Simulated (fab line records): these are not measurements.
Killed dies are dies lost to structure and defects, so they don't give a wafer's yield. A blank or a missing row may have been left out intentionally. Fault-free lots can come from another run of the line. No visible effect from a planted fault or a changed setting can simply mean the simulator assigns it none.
fab line records	flow n5Finfet
[record] lots = 4	wafers = 12	lastDay = 14
route steps=1938 shown HKMG_FIN@402 BEOL_M4@1111 PASSIVATION@1936
lots with no fault: from the same line, run without faults
startH: hours from the record's first day to the start of the lot's first wafer shown	waitH: time in hours since the lot's previous step	" the same as in the row above	L1.1+2: one row covering several wafers at once	- either no value or no given start	* or withheld: withheld	< > ~ a bound
route shown NAME@n: NAME is a module with steps in the file, n the number in the route of the first one	usual: the fault-free wafers' mean and standard deviation	same: alike in all rows	chamber/n: place in a boat	sites: each site's reading	_std_site: the values' standard deviation	_edge_site: inner sites' mean taken away from outer sites' mean	radiusMm: how far each site lies from the wafer's centre	mask NAME#n: copy n	behind: the tool/chamber that last shaped the wafer	hold: cause of the lot's hold/its duration in hours/its outcome	device: which transistor (n, p or np) failed to switch	end of line: tests run on the same wafers once the route is complete	a step with no rows: only its recipe	killed: the dies lost at the first sort to structure and to defects; this is not the yield of the wafer	map: the dies of a wafer, with x for killed, . for not killed, _ for no die there
set.NAME: the setting that was run; set.NAME@STEP: the one run at that earlier step	model.NAME: the simulator's own value behind a step, which no gauge read
lots at some steps of the route; a table a step, a row a wafer
[[steps]]
[step N5_HKMG_FIN_ETCH_54]
[recipe] chemistry = CF4	target = SiARC	targetDepthA = 455	maskMaterial = CAR-ArF	timeS = 75.8	ionEnergyEv = 80	pressureMtorr = 40	sourceW = 545	biasW = 36	Ar_flow_sccm = 100	cf4FlowSccm = 100	ends = cleared
[step N5_HKMG_FIN_ETCH_55]
[recipe] chemistry = N2/H2	target = SOC	targetDepthA = 2400	tempC = 40	timeS = 300	ionEnergyEv = 200	maskMaterial = SiARC	pressureMtorr = 30	sourceW = 840	biasW = 150	n2FlowSccm = 200	h2FlowSccm = 200
[step N5_HKMG_FIN_STRIP_56]
[recipe] chemistry = N2/H2	tempC = 40	n2FlowSccm = 200	h2FlowSccm = 200	rfFrequencyHz = 6e+07
[step N5_HKMG_FIN_STRIP_57]
[recipe] chemistry = CF4	resist = SiARC	powerW = 300	biasPowerW = 75	pressureMtorr = 50	cf4FlowSccm = 150	rfFrequencyHz = 6e+07
[step N5_HKMG_FIN_ETCH_58]
[recipe] chemistry = N2/H2	target = SOC	targetDepthA = 2158	ionEnergyEv = 50	biasW = 13	timeS = 741	pressureMtorr = 30	sourceW = 875	n2FlowSccm = 200	h2FlowSccm = 200
[step N5_HKMG_FIN_STRIP_93]
[recipe] chemistry = N2/H2	material = SOC	timeS = 20	powerW = 500	tempC = 40	pressureMtorr = 50	rfFrequencyHz = 6e+07	biasPowerW = 8	h2Frac = 0.5	n2FlowSccm = 300	h2FlowSccm = 300
[step N5_HKMG_FIN_WET_ETCH_76]
[recipe] chemistry = dNH4OH	mix = 1:50	tempC = 25	target = Al2O3	stopOn = La2O3	targetDepthNm = 2.25	dry = ipaMarangoni	rinseTimeS = 30	rinseTempC = 23
[step N5_HKMG_FIN_STRIP_60]
[recipe] chemistry = N2/H2	powerW = 2500	tempC = 300	h2Frac = 0.65	timeS = 360	pressureMtorr = withheld	n2FlowSccm = 1750	h2FlowSccm = 3250
[step N5_HKMG_FIN_WET_ETCH_77]
[recipe] chemistry = dHCl	mix = 1:10000	tempC = 25	target = La2O3	stopOn = HfO2	targetDepthNm = 2
[step N5_HKMG_FIN_WET_ETCH_78]
[recipe] chemistry = dNH4OH	mix = 1:50	tempC = 25	target = Al2O3	stopOn = La2O3	targetDepthNm = 4.5	dry = ipaMarangoni	rinseTimeS = 30	rinseTempC = 23
[step N5_HKMG_FIN_ALD_79]
[recipe] material = TiN	targetThkA = 15	tempC = 400	aldPrecursorFamily = TiCl4	aldCoReactant = NH3	pulseTimeS = 1	purgeTimeS = 3	coReactantPurgeTimeS = 2	coReactantPulseTimeS = 2	aldCycles = 68	pressureTorr = 3
[step N5_HKMG_FIN_CVD_62]
[recipe] material = a-Si	targetThkA = 30	tempC = 500	precursor = Si2H6	pressureTorr = 1	timeS = 20.8
[step N5_HKMG_FIN_RTA_80]
[recipe] tempC = withheld	timeS = 2	ambient = N2	idleTempC = 600	rampUpCPerS = 150	rampDownCPerS = 60	coolToC = 600
lot.wafer	tool	chamber	startH	waitH
L309.3+5+6	rtpAnneal-01	0	89.39	0.1
L313.3+5+6	rtpAnneal-02	0	115.74	0.1
L316.1+2+6	rtpAnneal-02	0	131.74	0.1
L320.1+2+5	rtpAnneal-02	0	151.90	0.1
[step N5_HKMG_FIN_PRECLEAN_64]
[recipe] chemistry = dHF	timeS = 30	tempC = 25	dilution = withheld
[step N5_HKMG_FIN_WET_ETCH_65]
[recipe] chemistry = TMAH	tempC = 70	concWtPct = 5	target = a-Si	stopOn = TiN	timeS = 49	targetDepthNm = 3
[step N5_HKMG_FIN_WET_ETCH_81]
[recipe] chemistry = SC1	target = TiN	stopOn = HfO2	mix = 1:1:5	tempC = 60	timeS = 57	targetDepthNm = 6
[step N5_HKMG_FIN_WET_ETCH_82]
[recipe] chemistry = dHCl	mix = 1:10000	tempC = 25	target = La2O3	stopOn = HfO2	targetDepthNm = 2	dry = ipaMarangoni	rinseTimeS = 30	rinseTempC = 23
[step N5_HKMG_FIN_ALD_36]
[recipe] material = TiN	targetThkA = 10	tempC = 400	aldPrecursorFamily = TiCl4	aldCoReactant = NH3	pulseTimeS = 1	purgeTimeS = 3	coReactantPurgeTimeS = 2	coReactantPulseTimeS = 2	aldCycles = 47	pressureTorr = 3
[step N5_HKMG_FIN_PWFM_ALD_03]
[recipe] material = TiN	targetThkA = 20	tempC = 400	aldPrecursorFamily = TiCl4	aldCoReactant = NH3	pulseTimeS = 1	purgeTimeS = 3	coReactantPurgeTimeS = 2	coReactantPulseTimeS = 2	aldCycles = 91	pressureTorr = 3
[step N5_HKMG_FIN_COAT_29]
[recipe] resist = SOC	tempC = 250	timeS = 60	spinRpm = 1500	resistThkNm = 300
[step N5_HKMG_FIN_COAT_30]
[recipe] resist = SiARC	tempC = 220	timeS = 60	spinRpm = 1500	resistThkNm = 35
[step N5_HKMG_FIN_COAT_06]
[recipe] resist = CAR-ArF	spinRpm = 1500	resistThkNm = 90
[step N5_HKMG_FIN_EBR_08]
[recipe] solvent = PGMEA	ebrWidthMm = 1.5
[step N5_HKMG_FIN_SOFTBAKE_07]
[recipe] tempC = 110	timeS = 60	resist = CAR-ArF
[step N5_HKMG_FIN_EXPOSE_09]
[recipe] maskId = NWFM	na = 1.35	sourceShape = conventional	sigmaOuter = 0.8	polarization = unpolarized	doseMj = 39.25
[step N5_HKMG_FIN_PEB_10]
[recipe] pebTempC = withheld	pebTimeS = 60	resist = CAR-ArF
[step N5_HKMG_FIN_DEVELOP_11]
[recipe] developTimeS = 30	developer = TMAH	resist = CAR-ArF	devTempC = 23	rinseLiquid = diw	dry = airSpin
[step N5_HKMG_FIN_DESCUM_17]
[recipe] chemistry = O2	timeS = 7.9	sourcePowerW = 50	biasPowerW = 20	pressureMtorr = 20	rfFrequencyHz = 2.712e+07	tempC = 40	resist = CAR-ArF	o2FlowSccm = 225
[step N5_HKMG_FIN_ETCH_31]
[recipe] chemistry = CF4	target = SiARC	targetDepthA = 455	maskMaterial = CAR-ArF	timeS = 75.8	ionEnergyEv = 80	pressureMtorr = 40	sourceW = 545	biasW = 36	Ar_flow_sccm = 100	cf4FlowSccm = 100	ends = cleared
[step N5_HKMG_FIN_ETCH_32]
[recipe] chemistry = N2/H2	target = SOC	targetDepthA = 2400	tempC = 40	timeS = 300	ionEnergyEv = 200	maskMaterial = SiARC	pressureMtorr = 30	sourceW = 840	biasW = 150	n2FlowSccm = 200	h2FlowSccm = 200
[step N5_HKMG_FIN_STRIP_33]
[recipe] chemistry = N2/H2	tempC = 40	n2FlowSccm = 200	h2FlowSccm = 200	rfFrequencyHz = 6e+07
[step N5_HKMG_FIN_STRIP_34]
[recipe] chemistry = CF4	resist = SiARC	powerW = 300	biasPowerW = 75	pressureMtorr = 50	cf4FlowSccm = 150	rfFrequencyHz = 6e+07
[step N5_HKMG_FIN_ETCH_35]
[recipe] chemistry = N2/H2	target = SOC	targetDepthA = 2158	ionEnergyEv = 65	biasW = 5	sourceW = 3000	timeS = 243.4	pressureMtorr = 30	n2FlowSccm = 200	h2FlowSccm = 200
[step N5_HKMG_FIN_STRIP_92]
[recipe] chemistry = N2/H2	material = SOC	timeS = 20	powerW = 500	tempC = 40	pressureMtorr = 50	rfFrequencyHz = 6e+07	biasPowerW = 8	h2Frac = 0.5	n2FlowSccm = 300	h2FlowSccm = 300
[step N5_HKMG_FIN_WET_ETCH_18]
[recipe] chemistry = SC1	target = TiN	mix = 1:1:5	tempC = *	timeS = 55	targetDepthNm = 5.2	dry = ipaMarangoni	rinseTimeS = 30	rinseTempC = 23
[step N5_HKMG_FIN_STRIP_19]
[recipe] chemistry = N2/H2	powerW = 2500	tempC = 300	h2Frac = 0.65	timeS = 360	pressureMtorr = withheld	n2FlowSccm = 1750	h2FlowSccm = 3250
[step N5_HKMG_FIN_ALD_91]
[recipe] material = TiN	targetThkA = 10	tempC = 400	aldPrecursorFamily = TiCl4	aldCoReactant = NH3	pulseTimeS = 1	purgeTimeS = 3	coReactantPurgeTimeS = 2	coReactantPulseTimeS = 2	aldCycles = 47	pressureTorr = 3
[step N5_HKMG_FIN_COAT_85]
[recipe] resist = SOC	tempC = 250	timeS = 60	spinRpm = 1500	resistThkNm = 300
[step N5_BEOL_M4_RC_MEAS_101]
[usual] DIBL_N = 36.4/1.6	DIBL_P = 35.9/2	IGATE_N = 0.0128/0.0021	IGATE_P = 0.0038/0.00061	IOFF_N = 0.152/0.03	IOFF_P = 0.20/0.032	IOFF_P_85C = 3.5/0.47	IOFF_P_LIN = 0.095/0.012	IOFF_P_LONG = 0.000101/6.6e-06	ION_N = 670/12	ION_P = 459/7.3	SS_N = 71.6/0.55	SS_P = 73.2/0.69	VT_N = 251/3.5	VT_N_LVT = 100/3.4	VT_P = -252/3.2	VT_P_LONG = -276.4/2.5
lot.wafer	tool	chamber	startH	waitH	DIBL_N[mV/V]	DIBL_P[mV/V]	IGATE_N[nA/um]	IGATE_P[nA/um]	IOFF_N[nA/um]	IOFF_P[nA/um]	IOFF_P_85C[nA/um]	IOFF_P_LIN[nA/um]	IOFF_P_LONG[nA/um]	ION_N[uA/um]	ION_P[uA/um]	SS_N[mV/dec]	SS_P[mV/dec]	VT_N[mV]	VT_N_LVT[mV]	VT_P[mV]	VT_P_LONG[mV]
L309.3	prober-02	0	173.61	0.3	35.7	33.3	0.0112	0.0034	0.134	0.18	3.1	0.089	0.000109	670	456	70.8	72.0	252	99	-249	-271.5
L309.5	"	0	"	"	39.9	37.9	0.0105	0.0032	0.225	0.25	4.2	0.116	0.000106	694	467	72.3	73.2	243	92	-247	-275.6
L309.6	"	0	"	"	39.4	38.4	0.0113	0.0034	0.197	0.26	4.3	0.116	0.000113	687	469	71.3	74.3	246	95	-248	-273.2
L313.3	prober-02	0	205.72	0.3	34.0	35.7	0.0150	0.0045	0.127	0.18	3.1	0.085	9.8e-05	667	461	70.9	73.4	253	102	-256	-276.6
L313.5	"	0	"	"	36.1	38.9	0.0139	0.0041	0.187	0.24	4.0	0.103	9.6e-05	686	462	71.9	73.5	245	94	-251	-278.3
L313.6	"	0	"	"	32.4	33.7	0.0123	0.0037	0.107	0.16	2.8	0.077	9.7e-05	660	454	71.3	72.1	255	104	-257	-276.4
L316.1	prober-01	0	227.76	0.1	37.1	38.9	0.0224	0.0068	0.171	1.90	23.8	0.855	0.000613	669	536	72.4	74.4	254	163	-193	-219.5
L316.2	"	0	"	"	33.3	34.9	0.0221	0.0067	0.106	1.38	17.9	0.681	0.000606	644	528	71.7	73.7	260	169	-199	-222.3
L316.6	"	0	"	"	37.0	39.3	0.0179	0.0054	0.172	1.96	24.3	0.885	0.00063	679	555	72.0	75.7	253	163	-194	-220.1
L320.1	prober-01	0	241.53	0.0	33.7	33.8	0.0192	0.0058	0.104	1.40	18.1	0.699	0.000692	655	531	71.0	74.1	258	171	-196	-217.2
L320.2	"	0	"	"	33.9	33.9	0.0187	0.0056	0.115	1.45	18.9	0.732	0.000682	655	537	72.2	74.1	255	169	-194	-218.9
L320.5	"	0	"	"	33.7	34.4	0.0193	0.0058	0.114	1.46	19.1	0.729	0.000685	666	546	71.8	74.2	256	169	-194	-218.4
[step N5_PASSIVATION_PROBE_49]
[usual] defectLimitedYield = 91.7/1.2	killed_at_M0_to_M3 = 33/9.5	killed_at_M4_up = 13/4.9	killedAtContacts = 13/6.6	killedAtFrontEnd = 36/11	killedAtOther = 3.0/2.6	killedDies = 97/14	killedOpen = 65/11	killedShort = 31/6.6	sort_bin_4_leakage = 0/0	sort_bin_5_function = 4.8/0.82	sort_bin_6_memory = 3.1/0.58	sortNPass = 1083/14	sortYieldPct = 91.7/1.2
[same] grossDies = 1180	killedAtBackSide = 0	sort_bin_8_speed[%] = 0
lot.wafer	tool	chamber	startH	waitH	defectLimitedYield[%]	killed_at_M0_to_M3	killed_at_M4_up	killedAtContacts	killedAtFrontEnd	killedAtOther	killedDies	killedOpen	killedShort	sort_bin_4_leakage[%]	sort_bin_5_function[%]	sort_bin_6_memory[%]	sortNPass	sortYieldPct[%]
L309.3	prober-01	-	279.74	0.1	91.9	45	14	11	23	3	96	53	41	0	5.3	2.6	1084	91.9
L309.5	prober-01	-	279.84	0.2	90.8	51	5	8	41	3	108	64	40	0	4.8	3.9	1072	90.8
L309.6	prober-01	-	279.89	0.3	89.9	45	23	9	37	5	119	86	30	0	6.4	3.5	1061	89.9
L313.3	prober-01	-	301.31	0.1	91.8	52	5	9	23	8	97	62	35	0	5.3	2.8	1083	91.8
L313.5	prober-01	-	301.41	0.2	91.6	27	22	11	38	1	99	64	34	0	4.9	3.0	1081	91.6
L313.6	prober-01	-	301.46	0.3	90.3	41	10	8	49	6	114	73	37	0	6.0	3.2	1066	90.3
L316.1	prober-02	-	337.06	0.0	92.5	11	15	26	35	2	89	59	30	92.46	4.8	2.4	0	0
L316.2	prober-02	-	337.11	0.1	94.6	12	11	11	30	0	64	48	11	94.58	3.1	1.9	0	0
L316.6	prober-02	-	337.31	0.3	93.3	20	15	15	27	2	79	54	25	93.31	3.8	2.6	0	0
L320.1	prober-02	-	345.11	0.0	93.2	30	7	10	28	5	80	61	17	93.22	3.6	2.9	0	0
L320.2	prober-02	-	345.16	0.1	91.3	34	10	28	27	4	103	68	33	91.27	5.5	3.1	0	0
L320.5	prober-02	-	345.31	0.2	93.0	24	10	6	41	2	83	64	18	92.97	3.8	3.0	0	0
// killed by level:class
L309.3 BEOL_M0_SAQP:geometricParticle:short=11 BEOL_M0_SAQP:geometricParticle:open=11 BEOL_M2:geometricParticle:open=11 MOL_CONTACT_COAG:geometricParticle:open=9 STARTING-WAFER:geometricParticle:short=5 STI_FIN_REVEAL:geometricParticle:open=4 GATE_CUT:geometricParticle:short=4 BEOL_M0:geometricParticle:short=4
L309.5 BEOL_M0_SAQP:geometricParticle:short=15 BEOL_M3:geometricParticle:open=11 BEOL_M0_SAQP:geometricParticle:open=10 FIN_SAQP:geometricParticle:open=9 GATE_CUT:geometricParticle:short=8 DUMMY_GATE:geometricParticle:open=7 MOL_CONTACT_COAG:geometricParticle:open=7 FIN_SAQP:geometricParticle:short=4
L309.6 BEOL_M3:geometricParticle:open=14 BEOL_M4:geometricParticle:open=12 BEOL_M0_SAQP:geometricParticle:open=11 STI_FIN_REVEAL:geometricParticle:open=10 FIN_SAQP:geometricParticle:open=8 MOL_CONTACT_COAG:geometricParticle:open=8 BEOL_M0_SAQP:geometricParticle:short=7 BEOL_M1:geometricParticle:open=6
L313.3 BEOL_M1:geometricParticle:open=20 BEOL_M2:geometricParticle:open=10 BEOL_M1:geometricParticle:short=7 FIN_SAQP:geometricParticle:open=5 MOL_CONTACT_COAG:geometricParticle:open=5 BEOL_M3:geometricParticle:open=5 DUMMY_GATE:geometricParticle:open=4 MOL_CONTACT_COAG:geometricParticle:short=4
L313.5 STI_FIN_REVEAL:geometricParticle:open=10 MOL_CONTACT_COAG:geometricParticle:open=10 FIN_SAQP:geometricParticle:short=8 BEOL_M5:geometricParticle:open=7 FIN_SAQP:geometricParticle:open=6 BEOL_M0_SAQP:geometricParticle:short=6 BEOL_M7:geometricParticle:open=6 BEOL_M0_SAQP:geometricParticle:open=5
L313.6 FIN_SAQP:geometricParticle:open=12 STI_FIN_REVEAL:geometricParticle:open=10 BEOL_M2:geometricParticle:open=9 MOL_CONTACT_COAG:geometricParticle:open=7 BEOL_M1:geometricParticle:short=7 BEOL_M3:geometricParticle:open=7 FIN_SAQP:geometricParticle:short=6 BEOL_M1:geometricParticle:open=6
L316.1 MOL_CONTACT_COAG:geometricParticle:open=22 FIN_SAQP:geometricParticle:open=9 GATE_CUT:geometricParticle:short=6 BEOL_M4:geometricParticle:open=6 FIN_SAQP:geometricParticle:short=4 DUMMY_GATE:geometricParticle:open=4 MOL_CONTACT_COAG:geometricParticle:short=4 STI_FIN_REVEAL:geometricParticle:open=3
L316.2 MOL_CONTACT_COAG:geometricParticle:open=10 FIN_SAQP:geometricParticle:open=8 BEOL_M4:geometricParticle:open=6 STARTING-WAFER:geometricParticle:open=4 HKMG_FIN:areaEtch=4 BEOL_M0_SAQP:geometricParticle:short=3 BEOL_M0:geometricParticle:open=3 BEOL_M2:geometricParticle:open=3
L316.6 BEOL_M4:geometricParticle:open=12 MOL_CONTACT_COAG:geometricParticle:open=11 BEOL_M1:geometricParticle:open=6 FIN_SAQP:geometricParticle:open=4 DUMMY_GATE:geometricParticle:short=4 DUMMY_GATE:geometricParticle:open=4 MOL_CONTACT_COAG:geometricParticle:short=4 BEOL_M0_SAQP:geometricParticle:short=4
L320.1 STI_FIN_REVEAL:geometricParticle:open=12 MOL_CONTACT_COAG:geometricParticle:open=10 BEOL_M0_SAQP:geometricParticle:open=7 BEOL_M2:geometricParticle:open=7 BEOL_M0_SAQP:geometricParticle:short=5 BEOL_M1:geometricParticle:open=5 BEOL_M0:geometricParticle:open=4 GATE_CUT:geometricParticle:short=3
L320.2 MOL_CONTACT_COAG:geometricParticle:open=21 BEOL_M0_SAQP:geometricParticle:open=13 STI_FIN_REVEAL:geometricParticle:open=10 BEOL_M0_SAQP:geometricParticle:short=8 MOL_CONTACT_COAG:geometricParticle:short=7 FIN_SAQP:geometricParticle:short=4 BEOL_M2:geometricParticle:open=4 PASS1_CAP:geometricParticle:short=4
L320.5 STI_FIN_REVEAL:geometricParticle:open=22 BEOL_M4:geometricParticle:open=6 BEOL_M0_SAQP:geometricParticle:open=6 BEOL_M2:geometricParticle:open=6 BEOL_M3:geometricParticle:open=5 MOL_CONTACT_COAG:geometricParticle:open=5 FIN_SAQP:geometricParticle:short=4 STI_FIN_REVEAL:geometricParticle:short=3
// map L316.1 (x killed, . not)
_________________......x.....________________
______________............x....._____________
___________....x...x...x.x........x__________
__________....x....................._________
________........x.....x..x.x.........._______
_______................x...............______
______x.........x.x.x..................._____
_____.................x..................____
____x...x................x................___
___..........................x.............__
___...................................x....__
__....x.x..x.......................x........_
__.x...........x............x...x..........._
_.............................xx.............
_....xx......x..............................x
_........................x.......x.x.....x...
_............x.......xx......................
_..x....................................x.xx.
_..............x....x......x..xx.............
_..........x...x.x.....xx....................
_..x.........................x...............
__.......x.x............x.x........x........_
__.....xx..................................._
___........................................__
___.......x...x...x....x..x................__
____......................................___
_____...........x........................____
______xx....x.........x....x............_____
_______.x......................x.......______
________...................x...x......_______
__________.......x..............x..._________
___________............x...x.......__________
______________..x..............x_____________
_________________.......x....________________
// map L320.2 (x killed, . not)
_________________.........x..________________
______________.................._____________
___________............x..........x__________
__________.........................x_________
________........x..........x.........._______
_______............x.....x.............______
______.......................x.....x...._____
_____.......x..x.............x.x.x.......____
____...............x..........x...........___
___.....x...x.......x..........x....x......__
___..............x....................x....__
__....x.x................x......x..........._
__..........x...x........x.................._
_...x......................................x.
_..x..........x.............x...xx...........
_.....................x..x...............x...
_...................x..............x.....x.xx
_.x........................x.x........xx..xx.
_......................xx.......x............
_...x.........x.............x................
_..x........x..............xxxx.....x...x.x..
__x...........x....x................x.x....._
__..................................x......._
___.........x.x........x...................__
___.......x.............x......x......x....__
____....x.............x.........x....x....___
_____.x..x..........x.x......x....x......____
______....x............................._____
_______...............................x______
________..x..x....x................x.._______
__________........x.......x........._________
___________..............x..x......__________
______________........x........x_____________
_________________............________________
[[key]]
[firstSign] step = N5_BEOL_M4_RC_MEAS_101	reading = IOFF_P_LONG	direction = up	sigmas = 83	usual = 0.000101	struck = 0.000651
[effect] step = N5_BEOL_M4_RC_MEAS_101	reading = IOFF_P_LIN	direction = up	sigmas = 56	usual = 0.095	struck = 0.764
[effect] step = N5_BEOL_M4_RC_MEAS_101	reading = IOFF_P	direction = up	sigmas = 43	usual = 0.20	struck = 1.59
[effect] step = N5_BEOL_M4_RC_MEAS_101	reading = IOFF_P_85C	direction = up	sigmas = 36	usual = 3.5	struck = 20.4
[effect] step = N5_BEOL_M4_RC_MEAS_101	reading = VT_P_LONG	direction = up	sigmas = 23	usual = -276.4	struck = -219.4
[effect] step = N5_BEOL_M4_RC_MEAS_101	reading = VT_N_LVT	direction = up	sigmas = 20	usual = 100	struck = 167
[effect] step = N5_BEOL_M4_RC_MEAS_101	reading = VT_P	direction = up	sigmas = 18	usual = -252	struck = -195
[effect] step = N5_BEOL_M4_RC_MEAS_101	reading = ION_P	direction = up	sigmas = 11	usual = 459	struck = 539
[effect] step = N5_BEOL_M4_RC_MEAS_101	reading = IGATE_P	direction = up	sigmas = 3.6	usual = 0.0038	struck = 0.0060
[effect] step = N5_BEOL_M4_RC_MEAS_101	reading = IGATE_N	direction = up	sigmas = 3.4	usual = 0.0128	struck = 0.0199
[effect] step = N5_PASSIVATION_PROBE_49	reading = sort_bin_4_leakage	direction = up	sigmas = 99+	usual = 0	struck = 92.97
metAt N5_HKMG_FIN_RTA_80
struckWafers L316.1,L316.2,L316.6,L320.1,L320.2,L320.5
onsetBetween 115.74 131.74
alsoFits time
[fault] kind = processParameterDrift	tool = rtpAnneal-02	chamber = -	onsetH = 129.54	steps = N5_HKMG_FIN_RTA_80	channel = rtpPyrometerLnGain	offset = 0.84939	shape = step	endH = 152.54
